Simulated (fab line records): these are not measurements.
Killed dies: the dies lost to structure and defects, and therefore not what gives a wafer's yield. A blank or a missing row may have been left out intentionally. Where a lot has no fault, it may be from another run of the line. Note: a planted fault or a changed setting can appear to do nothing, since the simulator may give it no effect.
A struck lot beside a sound one    flow n5Finfet    15 steps out of a route of 1938
Sound: these wafers, L817.1, L817.3, L817.4. Struck: wafer L833.1. (L833.4, L833.5 of the same lot were not struck and are left out.) The cause comes at the end.
Order at every step that has rows: each side's tool, ch and its chambers, its first start. Under that, the readings that differ: sound wafers    struck wafers    difference of the means    sigmas: that difference in standard deviations of wafers without a fault.
alike: a reading whose means differ by less than 2 such deviations, as well as words and numbers matching on both sides. not compared: withheld readings; readings where some wafer has no value; bounds like >300 that might hide an equal value; numbers whose values overlap and for which the record gives no deviation.
The two part at a step that has a row with sigmas, a row that says differs or no value, or rows on one side only. Non-overlapping numbers with no deviation appear without sigmas and do not part them. Lack of a reading on every wafer of one side parts them only where that side has two or more wafers.

N5_BEOL_M11_THK_MEAS_53: measures by xrf.
  sound on filmMetro-01 at day 11 06:37; struck on filmMetro-01 at day 14 18:53
  alike: M11_THK
then, 1 step without rows for these wafers: N5_BEOL_M11_PRE_CLEAN_55 (time 15 s).
N5_BEOL_M11_DEP_56: deposits SiCN from 3MS/NH3, target thk 30 nm, time 10.5 s.
  sound on pecvd-03 ch 0,1,2, day 11 06:41; struck on pecvd-04 ch 0, day 14 18:56
reading               sound           struck  difference  sigmas
throttleValvePct (%)  17.4 16.6 17.1  20.7    +3.7        +3
  alike: showerheadPlenumPTorr
N5_BEOL_M11_RS_MEAS_57: measurement is done with a four-point probe.
  sound on filmMetro-02 at day 11 06:44; struck on filmMetro-02 at day 14 19:01
  alike: M11_RS
N5_BEOL_M11_INSPECT_58: inspects for defects (darkfield).
  sound on defectInspect-02 at day 11 06:46; struck on defectInspect-01 at day 14 19:02
  alike: rawDefectCount
N5_BEOL_M12_ILD_DEP_00: deposits SiOC from DEMS/O2, target thk 658.92 nm, time 130.7 s.
  sound on pecvd-03 ch 1,2, day 11 06:49; struck on pecvd-01 ch 1, day 14 19:04
  alike: heaterPowerW, showerheadPlenumPTorr, throttleValvePct
N5_BEOL_M12_THK_MEAS_01:
  sound on filmMetro-01 at day 11 06:56; struck on filmMetro-01 at day 14 19:12
  alike: M12_ILD_THK
then, 5 steps without rows for these wafers: N5_BEOL_M12_COAT_58 (time 60 s, resist thk 89 nm); N5_BEOL_M12_COAT_04 (resist thk 400 nm); N5_BEOL_M12_EBR_06; N5_BEOL_M12_SOFTBAKE_05 (time 60 s); N5_BEOL_M12_EXPOSE_07 (exposes mask V11).
N5_BEOL_M12_PEB_08: peb time 90 s.
  sound on lithoTrack-03 ch 0, day 11 07:15; struck on lithoTrack-04 ch 0, day 14 19:23
reading                sound              struck  difference  sigmas
heaterPowerTotalW (W)  172.3 173.3 173.0  181.9   +9.0        +12
  not compared: plateTempC
then, 1 step without rows for these wafers: N5_BEOL_M12_DEVELOP_09 (develop time 45 s).
N5_PASSIVATION_PROBE_49:
  sound on prober-02 at day 13 04:01; struck on prober-01 at day 16 19:05
reading           sound    struck  difference  sigmas
killedAtContacts  11 9 16  26      +14         +2
  alike: defectLimitedYield, killed_at_M0_to_M3, killed_at_M4_up, killedAtFrontEnd, killedAtOther, killedDies, killedOpen, killedShort, sort_bin_5_function, sort_bin_6_memory, sortNPass, sortYieldPct

== WHERE THEY PART ==
Last at N5_PASSIVATION_PROBE_49 as far as this record goes, first at N5_BEOL_M11_DEP_56.

WHY: what the simulator had put in
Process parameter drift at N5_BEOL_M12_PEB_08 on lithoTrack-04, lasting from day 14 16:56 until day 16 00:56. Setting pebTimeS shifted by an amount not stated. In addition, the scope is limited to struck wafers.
